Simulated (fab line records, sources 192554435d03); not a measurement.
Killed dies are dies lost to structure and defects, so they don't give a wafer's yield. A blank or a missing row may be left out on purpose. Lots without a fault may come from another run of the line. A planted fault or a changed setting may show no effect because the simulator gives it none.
Split-lot experiment | flow n5_finfet | 7 lots, 21 wafers read, on a route of 1938 steps

THE SPLIT
At N5_HKMG_FIN_ETCH_55 (etches SOC in N2/H2, target depth 240 nm, time 300 s), the setting time_s was moved away from the recipe's 300 s on 9 of the 21 wafers read, by -18.9% to -10.2%. The other wafers ran this setting at the recipe's value.

The reading is taken at the split's own step.

THE READING
etch.depth_nm (the simulator's own value, which no gauge read), in nm, at N5_HKMG_FIN_ETCH_55 (etches SOC in N2/H2, target depth 240 nm, time 300 s). The file gives no usual value for it. The 12 wafers here that ran the recipe average 236.1 nm, standard deviation 3.8 nm.

wafer  | tool, chamber at the split | time_s as run, s | against the recipe | etch.depth_nm, nm | against lot-mates on the recipe
L075.2 | rie_diel-02, 0             | 300              | recipe             | 242.4             | -
L075.3 | rie_diel-02, 2             | 300              | recipe             | 234.1             | -
L075.5 | rie_diel-02, 2             | 300              | recipe             | 232.7             | -
L084.3 | rie_diel-05, 0             | 269.4            | -10.2%             | 227.4             | no lot-mate on the recipe
L084.5 | rie_diel-05, 1             | 269.4            | -10.2%             | 207.6             | no lot-mate on the recipe
L084.6 | rie_diel-05, 0             | 269.4            | -10.2%             | 223.9             | no lot-mate on the recipe
L085.1 | rie_diel-02, 0             | 266              | -11.3%             | 215.5             | -29.0
L085.4 | rie_diel-02, 2             | 266              | -11.3%             | 204.7             | -39.8
L085.6 | rie_diel-02, 0             | 300              | recipe             | 244.5             | -
L090.3 | rie_diel-06, 3             | 300              | recipe             | 234.6             | -
L090.4 | rie_diel-06, 1             | 300              | recipe             | 237.1             | -
L090.5 | rie_diel-06, 1             | 300              | recipe             | 236.1             | -
L092.1 | rie_diel-02, 3             | 243.2            | -18.9%             | 197.1             | no lot-mate on the recipe
L092.3 | rie_diel-02, 1             | 243.2            | -18.9%             | 192.7             | no lot-mate on the recipe
L092.4 | rie_diel-02, 2             | 243.2            | -18.9%             | 187.8             | no lot-mate on the recipe
L093.3 | rie_diel-05, 3             | 253.3            | -15.6%             | 200               | -33.4
L093.4 | rie_diel-05, 2             | 300              | recipe             | 233.3             | -
L093.5 | rie_diel-05, 1             | 300              | recipe             | 233.6             | -
L096.2 | rie_diel-06, 0             | 300              | recipe             | 231.8             | -
L096.3 | rie_diel-06, 1             | 300              | recipe             | 238.3             | -
L096.5 | rie_diel-06, 0             | 300              | recipe             | 234.2             | -

THE FIT
A straight line over all 21 wafers: etch.depth_nm changes by +2.22 nm for each +1% of time_s; r = +0.95; the points scatter about the line by 5.7 nm.
The same after taking each lot's own level away (the mean of its wafers on the recipe; 15 wafers): +2.59 nm for each +1%; r = +0.96; scatter 4.3 nm.
On that fit, the largest move of time_s shifts the reading by 49 nm.
The lots' own levels span 233.45 to 244.50 nm, that is 2.9 times the standard deviation above.
So the lot-to-lot level changes the slope: the two fits differ.
Check: with one of the wafers moved furthest among these (-15.6%) left out of the fit, the line predicts -47.2 nm for it against its lot-mates. It came out at -33.4 nm against them.

OTHER SPLITS ON THESE WAFERS
These wafers also went through other splits before the reading. Each is held against what the fit with the lots' levels taken away leaves over:
other split on the same wafers | wafers away from the commonest value | r with etch.depth_nm (lot level and that fit taken away)
N5_SD_EPI_P_COAT_34 spin_rpm   | 5                                    | -0.42
N5_SD_EPI_P_EPI_21 time_s      | 2                                    | -0.44
N5_SD_ACTIVATION_LSA_01 temp_c | 6                                    | +0.03

THE WHOLE CHAIN: every reading that the file lists as answering this split, in the file's order
step                | what it does                                         | reading                                                                    | change (the file's fit)              | r (the file's)
N5_HKMG_FIN_ETCH_55 | etches SOC in N2/H2, target depth 240 nm, time 300 s | HKMG_FIN.feature_depth_nm (the simulator's own value, which no gauge read) | +2.46 nm for each +1% of the setting | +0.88
N5_HKMG_FIN_ETCH_55 | etches SOC in N2/H2, target depth 240 nm, time 300 s | etch.depth_nm (the simulator's own value, which no gauge read)             | +2.45 nm for each +1% of the setting | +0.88

THE FILE'S OWN FIT
etch.depth_nm changes by +2.45 nm for each +1% of time_s, r = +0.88.
